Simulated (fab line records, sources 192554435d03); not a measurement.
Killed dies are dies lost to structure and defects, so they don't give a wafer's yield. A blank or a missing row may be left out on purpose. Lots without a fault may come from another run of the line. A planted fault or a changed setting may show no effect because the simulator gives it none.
One fault seen from 3 desks | flow n5_finfet | each desk has only its own numbers; what lay behind them comes last

THE TOOL OWNER'S DESK: rie_diel-05
The tool's own readings at N5_MOL_CONTACT_COAG_CONTACT_ETCH_14 (etches SiO2 in C4F6/O2, target depth 27.5 nm, overetch 8.5 nm, time 20 s): means of the sampled wafers that have a number, for each lot that ran on this tool. A lot is out of limits, marked OUT, if its mean lies more than 4 standard deviations from the usual mean; the brackets give that distance.
Columns: A = drypump_motor_current_A at N5_MOL_CONTACT_COAG_CONTACT_ETCH_14, usual 5.6 A; B = oes_o_777_au at N5_MOL_CONTACT_COAG_CONTACT_ETCH_14, usual 0.76 a.u.; C = oes_product_au at N5_MOL_CONTACT_COAG_CONTACT_ETCH_14, usual 0.65 a.u.; D = rf_vpp_V at N5_MOL_CONTACT_COAG_CONTACT_ETCH_14, usual 692 V; E = showerhead_plenum_p_Torr at N5_MOL_CONTACT_COAG_CONTACT_ETCH_14, usual 2.87 Torr; F = throttle_valve_pct at N5_MOL_CONTACT_COAG_CONTACT_ETCH_14, usual 21.34 %
lot  | first seen here | A   | B    | C    | D   | E    | F
L853 | day 7 10:19     | 5.4 | 0.69 | 0.60 | 691 | 2.88 | 21.41
L864 | day 10 07:44    | 5.8 | 0.74 | 0.63 | 693 | 2.91 | 21.56
This desk's finding: nothing out of limits on any of the 2 lots.

THE DEFECT DESK
What the inspections along the route counted, lot by lot: means of the sampled wafers that have a number. A lot is out of limits, marked OUT, if its mean lies more than 4 standard deviations from the usual mean; the brackets give that distance.
Columns: A = raw_defect_count at N5_MOL_CONTACT_COAG_INSPECT_10, usual 73
lot  | first seen here | A
L845 | day 5 14:12     | 92
L853 | day 7 10:02     | 72
L858 | day 8 15:20     | 82
L860 | day 9 02:19     | 38
L864 | day 10 07:29    | 50
This desk's finding: nothing out of limits on any of the 5 lots.

THE METROLOGY DESK
What the gauges read, lot by lot, whatever tool the lot ran on: means of the sampled wafers that have a number. A lot is out of limits, marked OUT, if its mean lies more than 4 standard deviations from the usual mean; the brackets give that distance.
Columns: A = cd_nm at N5_MOL_CONTACT_COAG_CD_MEAS_08, usual 27.84 nm; B = CA_OVL at N5_MOL_CONTACT_COAG_OVL_MEAS_09, usual 0.2 nm
lot  | first seen here | A     | B
L845 | day 5 14:07     | 27.86 | -0.3
L853 | day 7 09:57     | 27.83 | 0.3
L858 | day 8 15:14     | 27.68 | -0.4
L860 | day 9 02:13     | 27.77 | 0.8
L864 | day 10 07:15    | 27.96 | -0.6
This desk's finding: nothing out of limits on any of the 5 lots.

PUT TOGETHER
The tool owner's desk saw nothing out of limits.
The defect desk saw nothing out of limits.
The metrology desk saw nothing out of limits.

WHAT THE SIMULATOR HAD PUT IN
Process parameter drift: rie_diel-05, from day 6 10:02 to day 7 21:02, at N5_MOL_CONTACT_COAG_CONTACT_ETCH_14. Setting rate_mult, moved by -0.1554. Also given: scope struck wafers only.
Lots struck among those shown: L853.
